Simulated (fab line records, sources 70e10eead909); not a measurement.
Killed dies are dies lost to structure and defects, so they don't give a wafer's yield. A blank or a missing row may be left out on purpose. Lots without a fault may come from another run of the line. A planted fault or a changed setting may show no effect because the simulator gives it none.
Chamber matching | flow nand_harc | NHARC_P_STI_DESCUM_14 on rie_diel-05: 4 sister chambers
The step chemistry O2, time 3 s. 4 wafers are shown with their chamber, then 9 later ones without.

WAFERS WITH THEIR CHAMBER
wafer  | chamber | drypump_motor_current_A (A)
L081.4 | 2       | 5.6
L086.6 | 1       | 5.1
L090.2 | 3       | 6.1
L090.5 | 0       | 5.3

WAFERS WITHOUT THEIR CHAMBER
wafer  | drypump_motor_current_A (A)
L090.1 | 5.6
L090.4 | 5.2
L090.6 | 6.2
L091.1 | 6.2
L091.2 | 5.2
L091.4 | 5.3
L097.2 | 5.2
L097.4 | 5.6
L097.6 | 5.2

WHICH CHAMBER EACH WENT THROUGH
wafer  | from the rows above     | in truth
L090.1 | 2                       | 2
L090.4 | can't be placed: 0 or 1 | 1
L090.6 | 3                       | 3
L091.1 | 3                       | 3
L091.2 | can't be placed: 0 or 1 | 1
L091.4 | 0                       | 0
L097.2 | can't be placed: 0 or 1 | 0
L097.4 | 2                       | 2
L097.6 | can't be placed: 0 or 1 | 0
Placed correctly: 5 of 9. Can't be placed from these rows: 4 (the true chamber is among the candidates in 4). Placed wrongly: 0.
How it was worked out, from the rows above alone: a wafer's distance from a chamber is the root of the sum, over the readings, of the square of ((its reading less the chamber's mean) divided by the reading's scatter). The wafer belongs to the nearest chamber; if the next one is less than 2 further off, it can't be placed. A chamber's mean is the mean of its shown wafers. The scatter: with one shown wafer a chamber, the root of the mean of the squares of how far each hidden wafer lies from its nearest shown one.
